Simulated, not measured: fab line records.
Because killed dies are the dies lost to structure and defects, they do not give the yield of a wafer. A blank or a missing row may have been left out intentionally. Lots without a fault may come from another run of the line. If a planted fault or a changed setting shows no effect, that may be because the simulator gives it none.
fab line records -- flow n5Finfet
record: lots: 6, wafers: 18, lastDay: 18
route steps=1938 shown GATE_CUT@472 BEOL_M4@1111
lots that met no fault: taken from a fault-free run of the same line
startH: start of the lot's first displayed wafer, in hours after the record's first day -- waitH: hours from the lot's prior step to this one -- " as in the row above -- L1.1+2: a row that stands for several wafers -- - value missing, or start not given -- * or withheld: withheld -- < > ~ a bound
route shown NAME@n: a module of which the file shows steps, and the number in the route of the first -- usual: average and standard deviation across the fault-free wafers -- same: alike in all rows -- chamber/n: place in a boat -- sites: each site's reading -- _std_site: the values' standard deviation -- _edge_site: inner sites' mean taken away from outer sites' mean -- radiusMm: how far each site lies from the wafer's centre -- mask NAME#n: copy n -- behind: the tool/chamber that last shaped the wafer -- hold: cause of the lot's hold/its duration in hours/its outcome -- device: which transistor (n, p or np) failed to switch -- end of line: the same wafers' tests at the end of the route -- step lacking rows: just its recipe -- killed: not the wafer's yield, but the dies lost to structure and defects at the first sort -- map: a wafer's dies, marking killed ones x, the rest . and places with no die _
set.NAME: the setting as run; set.NAME@STEP: as run at that earlier step -- model.NAME: the simulator's own value behind a step, which no gauge read
lots at some steps of the route; a table a step, a row a wafer
services: a tool's chamber out of use, with start hour (startH, from the record's first day; less than 0 if before it), hours out, and reason
== steps ==
step: N5_GATE_CUT_SRD_32
recipe: timeS: 30, tempC: 23, rinseLiquid: diw, dry: ipaMarangoni
step: N5_GATE_CUT_SAC_CAP_01
recipe: material: SiNx, targetThkA: 240, tempC: 400, aldPrecursorFamily: SiH2I2, aldCoReactant: N2/H2-plasma, pulseTimeS: 1, aldCycles: 480, purgeTimeS: 2, coReactantPurgeTimeS: 2, pressureTorr: 2
step: N5_GATE_CUT_PECVD_57
recipe: material: SiNx, targetThkA: 210, tempC: 400, precursor: SiH4/NH3/N2, pressureTorr: 1.5, rfW: 300
step: N5_GATE_CUT_CMP_02
recipe: stopOn: SiO2, tOverpolishS: 12.7, postCmpClean: alkalineBrush, downForcePsi: 2.5, platenRpm: 51.8, padVelocityMS: 1.0307, targetThkNm: 0
step: N5_GATE_CUT_HM_DEP_46
recipe: material: SiO2, targetThkA: 1300, tempC: 400, precursor: TEOS/O2, pressureTorr: 6.5, rfW: 900, teosFlowSccm: 161.4, gas: O2, flowSccm: 2650, timeS: 26.6
step: N5_GATE_CUT_COAT_34
recipe: resist: SOC, tempC: 250, timeS: 60, spinRpm: 1500, resistThkNm: 60
step: N5_GATE_CUT_COAT_35
recipe: resist: SiARC, tempC: 220, timeS: 60, spinRpm: 1500, resistThkNm: 10
step: N5_GATE_CUT_COAT_27
recipe: resist: underlayer, tempC: 205, timeS: 60, spinRpm: 1500, resistThkNm: 10
step: N5_GATE_CUT_COAT_07
recipe: resist: CAR-EUV, spinRpm: 1500, resistThkNm: 30
step: N5_GATE_CUT_EBR_09
recipe: solvent: PGMEA, ebrWidthMm: 1.5
step: N5_GATE_CUT_SOFTBAKE_08
recipe: tempC: 110, timeS: 60, resist: CAR-EUV
step: N5_GATE_CUT_EXPOSE_10
recipe: maskId: GATE_CUT, na: 0.33, sourceShape: annular, sigmaInner: 0.35, sigmaOuter: 0.8, polarization: unpolarized, targetCdNm: 20, doseMj: 43.25
usual: exposureDoseMJCm2: 43.15/0.047
same: sigmaInner: 0.35, sigmaOuter: 0.8
lot.wafer,tool,chamber,startH,waitH,mask,exposureDoseMJCm2
L880.2,euvScanner-02,0,117.42,-,GATE_CUT#0,43.17
L880.5,euvScanner-02,0,117.42,-,GATE_CUT#0,43.14
L880.6,euvScanner-02,0,117.42,-,GATE_CUT#0,43.18
L886.1,euvScanner-01,0,148.55,-,GATE_CUT#0,43.17
L886.4,euvScanner-01,0,148.55,-,GATE_CUT#0,43.07
L886.6,euvScanner-01,0,148.55,-,GATE_CUT#0,43.08
L893.1,euvScanner-01,0,192.25,-,GATE_CUT#0,43.79
L893.4,euvScanner-01,0,192.25,-,GATE_CUT#0,43.85
L893.5,euvScanner-01,0,192.25,-,GATE_CUT#0,43.87
L894.1,euvScanner-01,0,199.09,-,GATE_CUT#0,44.32
L894.4,euvScanner-01,0,199.09,-,GATE_CUT#0,44.33
L894.6,euvScanner-01,0,199.09,-,GATE_CUT#0,44.32
L897.3,euvScanner-02,0,217.20,-,GATE_CUT#0,43.16
L897.4,euvScanner-02,0,217.20,-,GATE_CUT#0,43.19
L897.6,euvScanner-02,0,217.20,-,GATE_CUT#0,43.11
L898.1,euvScanner-02,0,223.36,-,GATE_CUT#0,43.17
L898.4,euvScanner-02,0,223.36,-,GATE_CUT#0,43.19
L898.6,euvScanner-02,0,223.36,-,GATE_CUT#0,43.15
step: N5_GATE_CUT_PEB_11
recipe: pebTempC: 100, pebTimeS: 60, resist: CAR-EUV
step: N5_GATE_CUT_DEVELOP_12
recipe: developTimeS: 30, developer: TMAH, resist: CAR-EUV, rinseLiquid: surfactantRinse, dry: airSpin, devTempC: 23
step: N5_GATE_CUT_CD_MEAS_13
recipe: targetCdNm: 20, landingEnergyEv: 500, detector: seInlens
usual: cdNm: 19.95/0.25
lot.wafer,tool,chamber,startH,waitH,cdNm
L880.2,cdSem-03,0,117.55,-,19.86
L880.5,cdSem-03,0,117.55,-,19.34
L880.6,cdSem-03,0,117.55,-,19.69
L886.1,cdSem-03,0,148.69,-,19.50
L886.4,cdSem-03,0,148.69,-,20.01
L886.6,cdSem-03,0,148.69,-,20.09
L893.1,cdSem-02,0,192.38,-,19.31
L893.4,cdSem-02,0,192.38,-,18.79
L893.5,cdSem-02,0,192.38,-,19.24
L894.1,cdSem-02,0,199.22,-,18.21
L894.4,cdSem-02,0,199.22,-,18.25
L894.6,cdSem-02,0,199.22,-,18.93
L897.3,cdSem-03,0,217.32,-,20.18
L897.4,cdSem-03,0,217.32,-,19.99
L897.6,cdSem-03,0,217.32,-,20.25
L898.1,cdSem-02,0,223.49,-,20.31
L898.4,cdSem-02,0,223.49,-,20.28
L898.6,cdSem-02,0,223.49,-,19.62
step: N5_GATE_CUT_OVL_MEAS_14
recipe: pointsPerWafer: 522
usual: GATE_CUT_OVL: 0.6/0.63
lot.wafer,tool,chamber,startH,waitH,GATE_CUT_OVL[nm]
L880.2,overlay-01,0,117.58,0.0,0.5
L880.5,overlay-01,0,117.58,0.0,0.8
L880.6,overlay-01,0,117.58,0.0,0.8
L886.1,overlay-01,0,148.72,0.0,0.9
L886.4,overlay-01,0,148.72,0.0,1.4
L886.6,overlay-01,0,148.72,0.0,0.1
L893.1,overlay-01,0,192.41,0.0,-0.4
L893.4,overlay-01,0,192.41,0.0,-0.7
L893.5,overlay-01,0,192.41,0.0,-0.4
L894.1,overlay-01,0,199.25,0.0,0.7
L894.4,overlay-01,0,199.25,0.0,0.9
L894.6,overlay-01,0,199.25,0.0,0.7
L897.3,overlay-01,0,217.36,0.0,1.1
L897.4,overlay-01,0,217.36,0.0,0.6
L897.6,overlay-01,0,217.36,0.0,-0.2
L898.1,overlay-01,0,223.53,0.0,-0.1
L898.4,overlay-01,0,223.53,0.0,1.4
L898.6,overlay-01,0,223.53,0.0,2.3
step: N5_GATE_CUT_INSPECT_15
recipe: mode: adi, inspectInstrument: brightfield
usual: rawDefectCount: 117/37
lot.wafer,tool,chamber,startH,waitH,rawDefectCount
L880.2,defectInspect-02,-,117.64,0.0,116
L880.5,defectInspect-02,-,117.64,0.0,118
L880.6,defectInspect-02,-,117.64,0.0,94
L886.1,defectInspect-02,-,148.77,0.1,149
L886.4,defectInspect-02,-,148.77,0.1,157
L886.6,defectInspect-02,-,148.77,0.1,141
L893.1,defectInspect-02,-,192.47,0.1,77
L893.4,defectInspect-02,-,192.47,0.1,123
L893.5,defectInspect-02,-,192.47,0.1,99
L894.1,defectInspect-01,-,199.32,0.1,110
L894.4,defectInspect-01,-,199.32,0.1,85
L894.6,defectInspect-01,-,199.32,0.1,63
L897.3,defectInspect-01,-,217.41,0.0,87
L897.4,defectInspect-01,-,217.41,0.0,67
L897.6,defectInspect-01,-,217.41,0.0,82
L898.1,defectInspect-01,-,223.58,0.1,125
L898.4,defectInspect-01,-,223.58,0.1,130
L898.6,defectInspect-01,-,223.58,0.1,94
step: N5_GATE_CUT_DESCUM_18
recipe: chemistry: O2, timeS: 7, sourcePowerW: 50, biasPowerW: 20, pressureMtorr: 20, rfFrequencyHz: 2.712e+07, tempC: 40, resist: CAR-EUV, o2FlowSccm: 225
usual: drypumpMotorCurrentA: 5.7/0.41, oesProductAu: 0.76/0.077, rfVppV: 243.1/1.4, showerheadPlenumPTorr: 2.09/0.079, throttleValvePct: 20.47/0.23
lot.wafer,tool,chamber,startH,waitH,drypumpMotorCurrentA,oesProductAu,rfHoursCounterH,rfVppV,showerheadPlenumPTorr,throttleValvePct,model.GATE_CUT.cdNm
L880.2,rieDiel-02,3,117.71,0.1,4.8,0.74,182,241.7,2.01,20.86,19.8
L880.5,rieDiel-02,0,117.71,0.1,5.7,0.67,-,243.7,2.15,20.56,19.6
L880.6,rieDiel-02,3,117.71,0.1,4.9,0.74,-,241.2,2.01,20.88,19.8
L886.1,rieDiel-02,2,148.81,0.0,5.9,0.78,129,242.8,2.10,20.62,19.8
L886.4,rieDiel-02,1,148.81,0.0,6.4,0.68,237,242.4,2.04,20.28,19.8
L886.6,rieDiel-02,3,148.81,0.0,4.8,0.73,-,241.0,2.01,20.88,20
L893.1,rieDiel-04,0,192.51,0.0,5.5,0.70,221,241.7,1.97,20.53,19.2
L893.4,rieDiel-04,3,192.51,0.0,6.3,0.87,52,244.8,2.23,20.58,18.8
L893.5,rieDiel-04,0,192.51,0.0,5.5,0.70,-,241.6,1.97,20.51,19.4
L894.1,rieDiel-02,2,199.35,0.0,5.9,0.76,145,242.5,2.10,20.64,18.4
L894.4,rieDiel-02,2,199.35,0.0,5.9,0.76,-,243.1,2.10,20.65,18.4
L894.6,rieDiel-02,3,199.35,0.0,4.9,0.72,-,241.0,2.00,20.91,19.2
L897.3,rieDiel-03,2,217.52,0.1,6.0,0.75,177,242.1,1.99,20.47,20
L897.4,rieDiel-03,1,217.52,0.1,5.7,0.76,153,243.3,2.08,20.17,19.8
L897.6,rieDiel-03,2,217.52,0.1,6.0,0.75,-,241.8,1.99,20.49,20
L898.1,rieDiel-02,1,223.62,0.0,6.4,1.00,1,241.6,2.03,19.94,20
L898.4,rieDiel-02,2,223.62,0.0,5.9,0.75,155,244.7,2.09,20.65,20.2
L898.6,rieDiel-02,3,223.62,0.0,4.9,0.71,-,240.7,2.00,20.92,20
step: N5_GATE_CUT_ETCH_28
recipe: chemistry: N2/H2, target: underlayer, targetDepthA: 130, maskMaterial: CAR-EUV, timeS: 10.4, ionEnergyEv: 200, pressureMtorr: 30, sourceW: 840, biasW: 150, n2FlowSccm: 200, h2FlowSccm: 200, ends: cleared
step: N5_GATE_CUT_ETCH_36
recipe: chemistry: CF4, target: SiARC, targetDepthA: 130, maskMaterial: CAR-EUV, timeS: 21.7, ionEnergyEv: 80, pressureMtorr: 40, sourceW: 545, biasW: 36, Ar_flow_sccm: 100, cf4FlowSccm: 100, ends: cleared
step: N5_GATE_CUT_ETCH_37
recipe: chemistry: N2/H2, target: SOC, targetDepthA: 600, overetchA: 120, maskMaterial: SiARC, tempC: 40, timeS: 90, ionEnergyEv: 200, pressureMtorr: 30, sourceW: 840, biasW: 150, n2FlowSccm: 200, h2FlowSccm: 200
usual: drypumpMotorCurrentA: 5.7/0.41, oesProductAu: 0.68/0.066, rfVppV: 523.7/2.6, showerheadPlenumPTorr: 2.54/0.092, throttleValvePct: 17.91/0.21
lot.wafer,tool,chamber,startH,waitH,drypumpMotorCurrentA,oesProductAu,rfHoursCounterH,rfVppV,showerheadPlenumPTorr,throttleValvePct
L880.2,rieDiel-02,3,117.79,0.0,4.9,0.68,182,518.8,2.42,18.07
L880.5,rieDiel-02,0,117.79,0.0,5.7,0.61,-,524.4,2.63,18.14
L880.6,rieDiel-02,3,117.79,0.0,4.9,0.67,-,521.0,2.42,18.08
L886.1,rieDiel-02,2,148.89,0.0,5.8,0.69,129,525.7,2.55,18.10
L886.4,rieDiel-02,1,148.89,0.0,6.4,0.62,237,522.0,2.50,17.80
L886.6,rieDiel-02,3,148.89,0.0,4.9,0.66,-,520.2,2.42,18.09
L893.1,rieDiel-04,0,192.59,0.0,5.5,0.64,222,519.1,2.41,18.13
L893.4,rieDiel-04,3,192.59,0.0,6.3,0.77,52,528.3,2.69,17.91
L893.5,rieDiel-04,0,192.59,0.0,5.5,0.63,-,518.9,2.41,18.14
L894.1,rieDiel-02,2,199.43,0.0,5.8,0.68,145,523.3,2.55,18.14
L894.4,rieDiel-02,2,199.43,0.0,5.9,0.68,-,522.9,2.55,18.12
L894.6,rieDiel-02,3,199.43,0.0,4.9,0.65,-,520.6,2.41,18.13
L897.3,rieDiel-03,2,217.60,0.0,6.1,0.68,177,519.6,2.44,18.00
L897.4,rieDiel-03,1,217.60,0.0,5.7,0.68,153,525.7,2.54,17.62
L897.6,rieDiel-03,2,217.60,0.0,6.0,0.68,-,522.5,2.44,17.97
L898.1,rieDiel-02,1,223.70,0.0,6.3,0.87,1,524.6,2.49,17.42
L898.4,rieDiel-02,2,223.70,0.0,5.9,0.68,155,524.4,2.54,18.14
L898.6,rieDiel-02,3,223.70,0.0,4.9,0.64,-,519.6,2.40,18.15
step: N5_GATE_CUT_STRIP_38
recipe: chemistry: N2/H2, tempC: 40, n2FlowSccm: 200, h2FlowSccm: 200, rfFrequencyHz: 6e+07
step: N5_GATE_CUT_STRIP_39
recipe: chemistry: N2/H2, tempC: 40, n2FlowSccm: 200, h2FlowSccm: 200, rfFrequencyHz: 6e+07
step: N5_GATE_CUT_HM_OPEN_40
recipe: chemistry: C4F6/O2, target: SiO2, maskMaterial: SiARC, targetDepthA: 1390, timeS: 85.1, ionEnergyEv: 250, pressureMtorr: 30, sourceW: 345, biasW: 185, Ar_flow_sccm: 300, C4F6_flow_sccm: 10, O2_flow_sccm: 10, ends: cleared
step: N5_GATE_CUT_STRIP_41
recipe: chemistry: CF4, resist: SiARC, powerW: 300, biasPowerW: 75, pressureMtorr: 50, cf4FlowSccm: 150, rfFrequencyHz: 6e+07
usual: cf4FlowSccm: 150.0/0.47, drypumpMotorCurrentA: 5.7/0.41, oesProductAu: 0.176/0.018, rfVppV: 271.0/1.7, showerheadPlenumPTorr: 1.79/0.058, throttleValvePct: 13.63/0.21
lot.wafer,tool,chamber,startH,waitH,cf4FlowSccm,drypumpMotorCurrentA,oesProductAu,rfHoursCounterH,rfVppV,showerheadPlenumPTorr,throttleValvePct
L880.2,rieDiel-02,3,117.93,0.0,150.5,4.9,0.174,182,269.5,1.73,13.99
L880.5,rieDiel-02,0,117.93,0.0,149.7,5.7,0.163,-,272.4,1.82,13.70
L880.6,rieDiel-02,3,117.93,0.0,151.1,4.9,0.170,-,270.0,1.73,13.97
L886.1,rieDiel-02,2,149.03,0.0,150.5,5.9,0.181,129,272.1,1.80,13.76
L886.4,rieDiel-02,1,149.03,0.0,150.5,6.3,0.158,238,270.5,1.75,13.63
L886.6,rieDiel-02,3,149.03,0.0,149.7,4.9,0.169,-,269.2,1.73,13.99
L893.1,rieDiel-04,0,192.73,0.0,149.6,5.5,0.162,222,271.1,1.69,13.77
L893.4,rieDiel-04,3,192.73,0.0,149.9,6.3,0.192,52,273.2,1.90,13.51
L893.5,rieDiel-04,0,192.73,0.0,149.9,5.5,0.161,-,267.8,1.69,13.78
L894.1,rieDiel-02,2,199.58,0.0,150.1,5.9,0.176,145,271.7,1.79,13.79
L894.4,rieDiel-02,2,199.58,0.0,150.2,5.9,0.178,-,270.1,1.79,13.78
L894.6,rieDiel-02,3,199.58,0.0,150.4,4.9,0.170,-,269.5,1.73,14.04
L897.3,rieDiel-03,2,217.75,0.0,150.4,6.0,0.177,177,268.5,1.73,13.74
L897.4,rieDiel-03,1,217.75,0.0,150.0,5.7,0.181,154,270.1,1.78,13.41
L897.6,rieDiel-03,2,217.75,0.0,150.9,6.0,0.169,-,270.2,1.73,13.75
L898.1,rieDiel-02,1,223.84,0.0,150.7,6.3,0.231,1,268.9,1.75,13.10
L898.4,rieDiel-02,2,223.84,0.0,150.0,5.9,0.178,155,270.0,1.79,13.80
L898.6,rieDiel-02,3,223.84,0.0,150.3,4.9,0.168,-,267.9,1.72,14.07
step: N5_GATE_CUT_STRIP_42
recipe: chemistry: O2, powerW: 400, tempC: 40, pressureMtorr: 30, rfFrequencyHz: 6e+07, biasPowerW: 0, overashFraction: 0.3, o2FlowSccm: 225
usual: drypumpMotorCurrentA: 5.7/0.41, oesProductAu: 0.76/0.077, rfVppV: 3.7/0.46, showerheadPlenumPTorr: 2.09/0.079, throttleValvePct: 16.71/0.22
lot.wafer,tool,chamber,startH,waitH,drypumpMotorCurrentA,oesProductAu,rfHoursCounterH,rfVppV,showerheadPlenumPTorr,throttleValvePct
L880.2,rieDiel-02,3,117.95,0.0,4.9,0.74,182,4.0,2.01,17.09
L880.5,rieDiel-02,0,117.95,0.0,5.7,0.66,-,3.6,2.15,16.82
L880.6,rieDiel-02,3,117.95,0.0,4.9,0.74,-,3.2,2.01,17.06
L886.1,rieDiel-02,2,149.05,0.0,5.8,0.78,129,3.3,2.10,16.84
L886.4,rieDiel-02,1,149.05,0.0,6.4,0.68,238,3.3,2.04,16.61
L886.6,rieDiel-02,3,149.05,0.0,4.9,0.74,-,3.4,2.01,17.10
L893.1,rieDiel-04,0,192.75,0.0,5.5,0.69,222,3.8,1.97,16.83
L893.4,rieDiel-04,3,192.75,0.0,6.3,0.86,52,4.2,2.24,16.71
L893.5,rieDiel-04,0,192.75,0.0,5.5,0.69,-,3.2,1.97,16.82
L894.1,rieDiel-02,2,199.60,0.0,5.8,0.76,145,4.2,2.10,16.88
L894.4,rieDiel-02,2,199.60,0.0,5.9,0.76,-,4.0,2.10,16.89
L894.6,rieDiel-02,3,199.60,0.0,4.9,0.72,-,4.1,2.00,17.13
L897.3,rieDiel-03,2,217.77,0.0,6.1,0.75,177,4.7,2.00,16.72
L897.4,rieDiel-03,1,217.77,0.0,5.7,0.76,154,3.9,2.09,16.47
L897.6,rieDiel-03,2,217.77,0.0,6.0,0.77,-,3.4,2.00,16.73
L898.1,rieDiel-02,1,223.86,0.0,6.3,1.00,1,3.7,2.03,16.19
L898.4,rieDiel-02,2,223.86,0.0,5.9,0.75,155,3.4,2.10,16.88
L898.6,rieDiel-02,3,223.86,0.0,4.9,0.72,-,4.1,2.00,17.14
step: N5_GATE_CUT_ETCH_19
recipe: chemistry: CH3F/O2, target: SiNx, maskMaterial: SiO2, targetDepthA: 537, timeS: 76.7, pressureMtorr: 30, sourceW: 395, biasW: 73, Ar_flow_sccm: 150, CH3F_flow_sccm: 30, O2_flow_sccm: 20, ionEnergyEv: 120, ends: cleared
usual: drypumpMotorCurrentA: 5.7/0.41, etchRfOnTimeS: 77.3/1.2, oesProductAu: 0.65/0.064, rfVppV: 298/4.9, showerheadPlenumPTorr: 2.00/0.074, throttleValvePct: 16.44/0.18
lot.wafer,tool,chamber,startH,waitH,drypumpMotorCurrentA,etchRfOnTimeS,oesProductAu,rfHoursCounterH,rfVppV,showerheadPlenumPTorr,throttleValvePct
L880.2,rieDiel-02,3,117.99,0.0,4.9,76.3,0.64,182,298,1.90,16.64
L880.5,rieDiel-02,0,117.99,0.0,5.7,78.7,0.58,-,299,2.05,16.48
L880.6,rieDiel-02,3,117.99,0.0,4.9,75.7,0.65,-,297,1.90,16.63
L886.1,rieDiel-02,2,149.09,0.0,5.9,76.2,0.66,129,299,2.02,16.60
L886.4,rieDiel-02,1,149.09,0.0,6.3,78.9,0.57,238,294,1.99,16.51
L886.6,rieDiel-02,3,149.09,0.0,4.9,75.3,0.64,-,298,1.90,16.63
L893.1,rieDiel-04,0,192.79,0.0,5.5,78.3,0.60,222,292,1.90,16.61
L893.4,rieDiel-04,3,192.79,0.0,6.3,77.6,0.73,52,294,2.13,16.39
L893.5,rieDiel-04,0,192.79,0.0,5.5,77.6,0.60,-,293,1.90,16.62
L894.1,rieDiel-02,2,199.64,0.0,5.9,76.6,0.65,145,299,2.02,16.63
L894.4,rieDiel-02,2,199.64,0.0,5.9,76.3,0.65,-,299,2.02,16.65
L894.6,rieDiel-02,3,199.64,0.0,4.9,75.8,0.62,-,298,1.89,16.66
L897.3,rieDiel-03,2,217.81,0.0,6.1,76.7,0.64,177,298,1.91,16.40
L897.4,rieDiel-03,1,217.81,0.0,5.7,75.6,0.66,154,305,2.01,16.25
L897.6,rieDiel-03,2,217.81,0.0,6.1,77.0,0.64,-,297,1.91,16.42
L898.1,rieDiel-02,1,223.90,0.0,6.3,76.0,0.85,1,294,1.98,16.08
L898.4,rieDiel-02,2,223.90,0.0,5.8,75.7,0.65,155,299,2.01,16.66
L898.6,rieDiel-02,3,223.90,0.0,4.9,75.8,0.62,-,297,1.89,16.69
step: N5_GATE_CUT_CUT_ETCH_53
recipe: chemistry: SF6/Cl2, target: W, maskMaterial: SiO2, targetDepthA: 792, pressureMtorr: 8, icpW: 900, biasW: 80, SF6_flow_sccm: 40, Cl2_flow_sccm: 60, ends: cleared
step: N5_GATE_CUT_CUT_ETCH_54
recipe: chemistry: Cl2/BCl3, target: TiN, maskMaterial: SiO2, targetDepthA: 967, pressureMtorr: 10, icpW: 1000, biasW: 126, Cl2_flow_sccm: 53.25, bcl3FlowSccm: 21.75, Ar_flow_sccm: 25, ends: cleared
step: N5_GATE_CUT_CUT_ETCH_55
recipe: chemistry: BCl3, target: HfO2, maskMaterial: SiO2, targetDepthA: 32, ionEnergyEv: 30, pressureMtorr: 5, icpW: 450, biasW: 18, bcl3FlowSccm: 80
usual: drypumpMotorCurrentA: 6.06/0.28, oesProductAu: 0.81/0.11, throttleValvePct: 33.2/0.4
lot.wafer,tool,chamber,startH,waitH,drypumpMotorCurrentA,oesProductAu,rfHoursCounterH,throttleValvePct
L880.2,rieMetal-03,0,118.22,0.0,6.31,0.84,30,32.8
L880.5,rieMetal-03,1,118.22,0.0,6.06,0.63,-,32.9
L880.6,rieMetal-03,0,118.22,0.0,6.34,0.84,-,32.8
L886.1,rieMetal-01,1,149.32,0.0,6.09,0.82,28,33.6
L886.4,rieMetal-01,0,149.32,0.0,5.30,0.78,-,33.0
L886.6,rieMetal-01,0,149.32,0.0,5.29,0.78,-,32.9
L893.1,rieMetal-01,0,193.02,0.0,5.31,0.78,38,32.9
L893.4,rieMetal-01,1,193.02,0.0,6.11,0.81,-,33.6
L893.5,rieMetal-01,0,193.02,0.0,5.29,0.79,-,33.0
L894.1,rieMetal-03,0,199.87,0.0,6.32,0.80,37,32.8
L894.4,rieMetal-03,1,199.87,0.0,6.07,0.61,-,32.9
L894.6,rieMetal-03,1,199.87,0.0,6.07,0.61,-,32.9
L897.3,rieMetal-01,1,218.04,0.0,6.13,0.80,-,33.6
L897.4,rieMetal-01,0,218.04,0.0,5.25,0.77,-,33.0
L897.6,rieMetal-01,0,218.04,0.0,5.28,0.77,-,33.0
L898.1,rieMetal-03,0,224.13,0.0,6.30,0.80,40,32.8
L898.4,rieMetal-03,1,224.13,0.0,6.06,0.60,-,32.9
L898.6,rieMetal-03,1,224.13,0.0,6.05,0.61,-,32.9
step: N5_GATE_CUT_ETCH_47
recipe: chemistry: Cl2/BCl3, target: SiO2, targetDepthA: 100, pressureMtorr: 10, icpW: 1000, biasW: 126, Cl2_flow_sccm: 53.25, bcl3FlowSccm: 21.75, Ar_flow_sccm: 25
usual: drypumpMotorCurrentA: 6.07/0.28, oesProductAu: 0.80/0.11, throttleValvePct: 22.76/0.2
lot.wafer,tool,chamber,startH,waitH,drypumpMotorCurrentA,oesProductAu,rfHoursCounterH,throttleValvePct,model.GATE_CUT.cdNm
L880.2,rieMetal-03,0,118.25,0.0,6.27,0.84,30,22.70,19.8
L880.5,rieMetal-03,1,118.25,0.0,6.06,0.62,-,22.65,19.4
L880.6,rieMetal-03,0,118.25,0.0,6.28,0.84,-,22.68,19.4
L886.1,rieMetal-01,1,149.35,0.0,6.11,0.82,28,22.91,20.6
L886.4,rieMetal-01,0,149.35,0.0,5.28,0.78,-,22.37,20.2
L886.6,rieMetal-01,0,149.35,0.0,5.26,0.78,-,22.38,20.4
L893.1,rieMetal-01,0,193.05,0.0,5.30,0.78,38,22.38,19.6
L893.4,rieMetal-01,1,193.05,0.0,6.16,0.82,-,22.90,18
L893.5,rieMetal-01,0,193.05,0.0,5.28,0.78,-,22.38,19.6
L894.1,rieMetal-03,0,199.90,0.0,6.30,0.81,37,22.70,18
L894.4,rieMetal-03,1,199.90,0.0,6.04,0.61,-,22.67,18.6
L894.6,rieMetal-03,1,199.90,0.0,6.03,0.62,-,22.65,19.4
L897.3,rieMetal-01,1,218.07,0.0,6.12,0.80,-,22.90,19.6
L897.4,rieMetal-01,0,218.07,0.0,5.31,0.76,-,22.40,20
L897.6,rieMetal-01,0,218.07,0.0,5.28,0.76,-,22.39,19.6
L898.1,rieMetal-03,0,224.16,0.0,6.31,0.80,40,22.71,20
L898.4,rieMetal-03,1,224.16,0.0,6.04,0.61,-,22.68,20.4
L898.6,rieMetal-03,1,224.16,0.0,6.04,0.61,-,22.67,19.6
step: N5_GATE_CUT_VAPOR_ETCH_48
recipe: chemistry: BCl3/Cl2, target: TiN, mode: isotropic
step: N5_BEOL_M4_RC_MEAS_101
usual: DIBL_N: 36.0/1.8, DIBL_P: 36.3/2.4, IOFF_N: 0.16/0.035, IOFF_P: 0.21/0.036, ION_N: 673/13, ION_P: 461/7.2, SS_N: 71.4/0.6, SS_P: 73.2/0.7, VT_N: 250/4, VT_P: -250.9/2.9
lot.wafer,tool,chamber,startH,waitH,DIBL_N[mV/V],DIBL_P[mV/V],IOFF_N[nA/um],IOFF_P[nA/um],ION_N[uA/um],ION_P[uA/um],SS_N[mV/dec],SS_P[mV/dec],VT_N[mV],VT_P[mV]
L880.2,prober-02,0,218.16,0.2,36.7,37.5,0.16,0.21,691,464,71.2,73.5,247,-251.3
L880.5,prober-02,0,218.16,0.2,34.4,35.3,0.12,0.17,674,464,71.1,72.7,254,-254.5
L880.6,prober-02,0,218.16,0.2,36.0,37.9,0.15,0.21,668,464,71.5,74.5,251,-252.8
L886.1,prober-01,0,227.24,0.0,35.5,36.2,0.13,0.20,670,459,70.3,73.5,254,-251.5
L886.4,prober-01,0,227.24,0.0,38.4,39.8,0.18,0.28,664,463,71.5,73.8,253,-247.4
L886.6,prober-01,0,227.24,0.0,36.6,36.9,0.13,0.22,661,456,70.8,73.2,253,-249.7
L894.1,prober-01,0,281.20,0.0,35.8,36.1,0.14,0.19,667,454,71.3,73.7,254,-248.7
L894.4,prober-01,0,281.20,0.0,34.6,34.1,0.12,0.16,641,444,71.3,73.0,258,-252.7
L894.6,prober-01,0,281.20,0.0,37.2,37.5,0.17,0.23,680,468,71.4,73.7,249,-247.9
L893.1,prober-01,0,286.61,0.0,37.3,38.7,0.16,0.25,677,468,71.8,73.3,252,-250.9
L893.4,prober-01,0,286.61,0.0,36.5,35.5,0.14,0.19,660,448,71.7,73.0,255,-250.3
L893.5,prober-01,0,286.61,0.0,35.4,34.9,0.12,0.18,648,452,71.3,72.5,254,-251.1
L898.1,prober-01,0,318.29,0.0,38.7,38.4,0.19,0.24,686,467,72.1,73.6,246,-247.2
L898.4,prober-01,0,318.29,0.0,39.2,37.3,0.19,0.22,676,459,71.9,74.3,248,-250.4
L898.6,prober-01,0,318.29,0.0,38.1,37.2,0.17,0.22,672,456,72.2,73.8,247,-249.7
L897.3,prober-02,0,320.03,0.3,35.2,35.6,0.13,0.19,652,459,70.8,73.2,253,-253.7
L897.4,prober-02,0,320.03,0.3,35.7,35.4,0.13,0.19,677,464,71.1,72.7,252,-252.5
L897.6,prober-02,0,320.03,0.3,36.8,38.2,0.16,0.23,671,462,71.4,73.4,250,-249.5
== services ==
tool,chamber,startH,hours,kind
euvScanner-01,-,112.61,12.0,pm
rieDiel-04,3,116.29,12.9,repair
euvScanner-01,-,139.76,4.6,pm
euvScanner-02,-,144.38,1.0,pm
euvScanner-01,-,149.13,1.0,pm
rieMetal-01,0,155.40,25.5,repair
rieMetal-03,-,162.48,0.4,repair
euvScanner-01,0,173.59,-,calibration
rieDiel-02,0,174.77,-,clean
rieDiel-02,0,174.77,-,consumableReplace:focusRing
rieDiel-02,0,174.77,19.6,scheduledDown
rieDiel-02,0,174.77,19.6,ventCycle
rieDiel-04,0,176.83,7.2,repair
rieMetal-03,-,177.06,1.4,pm
euvScanner-02,-,179.90,17.3,pm
rieDiel-02,1,194.32,-,clean
rieDiel-02,1,194.32,-,consumableReplace:focusRing
rieDiel-02,1,194.32,25.5,scheduledDown
rieDiel-02,1,194.32,25.5,ventCycle
euvScanner-02,-,197.20,4.6,pm
rieDiel-04,0,204.06,8.8,repair
euvScanner-01,-,204.46,12.0,pm
euvScanner-01,-,216.46,1.0,pm
== key ==
firstSign: step: N5_GATE_CUT_EXPOSE_10, reading: exposureDoseMJCm2, direction: up, sigmas: 20, usual: 43.15, struck: 44.08
effect: step: N5_GATE_CUT_CD_MEAS_13, reading: cdNm, direction: down, sigmas: 4.8, usual: 19.95, struck: 18.79, through: controlLoop
modelEffect: step: N5_GATE_CUT_DESCUM_18, value: GATE_CUT.cdNm, without: 19.97, struck: 18.9
modelEffect: step: N5_GATE_CUT_ETCH_47, value: GATE_CUT.cdNm, without: 19.8, struck: 18.87
metAt N5_GATE_CUT_EXPOSE_10
struckWafers L893.1,L893.4,L893.5,L894.1,L894.4,L894.6
sortLeftOut L893.1,L893.4,L893.5,L894.1,L894.4,L894.6
loopTrim: step: N5_GATE_CUT_EXPOSE_10, setting: dose, lots: L893,L894
onsetBetween 148.55 192.25
fault: kind: processParameterDrift, tool: euvScanner-01, chamber: -, onsetH: 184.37, steps: N5_GATE_CUT_EXPOSE_10, channel: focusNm, offset: 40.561, spreadByWafer: 0.3, shape: step, endH: 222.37
sortLeftOut: the simulated sort isn't trusted on such a fault, so these wafers' sort isn't shown, and their yield isn't known
loopTrim: a control loop set the setting to another value than it would have without faults
